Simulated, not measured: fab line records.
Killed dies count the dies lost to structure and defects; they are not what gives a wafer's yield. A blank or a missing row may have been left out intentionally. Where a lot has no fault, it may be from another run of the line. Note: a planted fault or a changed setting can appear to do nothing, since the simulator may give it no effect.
Chamber matching -- flow n5Finfet -- rieDiel-06 running N5_PMOS_HMC_CHANNEL_EPI_ETCH_32: 4 sister chambers
The step etches BARC in N2/H2, stops on SiO2, target depth 85.8 nm, time 50.3 s. 22 wafers are shown with their chamber, then 11 later ones without.

== EACH WAFER AND ITS CHAMBER ==
wafer,chamber,drypumpMotorCurrentA (A),showerheadPlenumPTorr (Torr),throttleValvePct (%)
L074.2,1,6.2,2.52,17.51
L074.4,2,6.0,2.68,17.44
L074.5,1,6.2,2.52,17.51
L075.1,1,6.2,2.52,17.52
L075.3,3,5.6,2.66,17.69
L075.6,0,5.6,2.43,17.85
L077.2,1,6.2,2.51,17.52
L077.3,3,5.6,2.66,17.72
L077.6,2,6.0,2.68,17.44
L080.2,2,6.0,2.68,17.47
L080.3,3,5.6,2.66,17.72
L080.6,3,5.6,2.66,17.72
L083.1,1,6.2,2.51,17.54
L083.3,3,5.6,2.66,17.72
L083.6,2,6.0,2.68,17.47
L087.2,2,6.0,2.67,17.48
L087.5,1,6.2,2.51,17.55
L087.6,0,5.6,2.42,17.90
L091.1,2,6.1,2.67,17.49
L091.3,3,5.6,2.65,17.73
L091.5,3,5.6,2.65,17.75
L092.1,3,5.6,2.65,17.74

SIGNATURES (averages over the wafers above)
reading,chamber 0,chamber 1,chamber 2,chamber 3,scatter within a chamber
drypumpMotorCurrentA,5.600,6.200,6.017,5.600,0.0215
showerheadPlenumPTorr,2.4250,2.5150,2.6767,2.6562,0.00538
throttleValvePct,17.8750,17.5250,17.4650,17.7237,0.0196
Rule: for each reading, subtract the chamber's mean from the wafer's reading, divide by that reading's scatter and square the result; add these up over the readings and take the root, which gives the wafer's distance from the chamber. The wafer belongs to the nearest chamber; if the next one is less than 2 further off, it can't be placed. How the scatter is found: for the shown wafers, subtract from each reading the mean of its chamber, square and add these, divide the total by (wafers less chambers), then take the root.

== WAFERS MISSING THEIR CHAMBER ==
wafer,drypumpMotorCurrentA (A),showerheadPlenumPTorr (Torr),throttleValvePct (%)
L092.2,5.6,2.42,17.93
L092.6,6.2,2.50,17.57
L094.1,5.6,2.65,17.75
L094.5,6.2,2.50,17.59
L094.6,6.0,2.67,17.49
L096.1,6.0,2.67,17.51
L096.2,5.6,2.42,17.92
L096.5,5.6,2.42,17.92
L097.2,5.6,2.42,17.93
L097.3,5.6,2.65,17.76
L097.6,6.0,2.67,17.51

== CHAMBER TAKEN BY EACH ==
wafer,from the rows above,in truth
L092.2,0,0
L092.6,1,1
L094.1,3,3
L094.5,1,1
L094.6,2,2
L096.1,2,2
L096.2,0,0
L096.5,0,0
L097.2,0,0
L097.3,3,3
L097.6,2,2
Correct placement for 11 of the 11. Left unplaced by these rows: 0. Wrongly placed: 0.
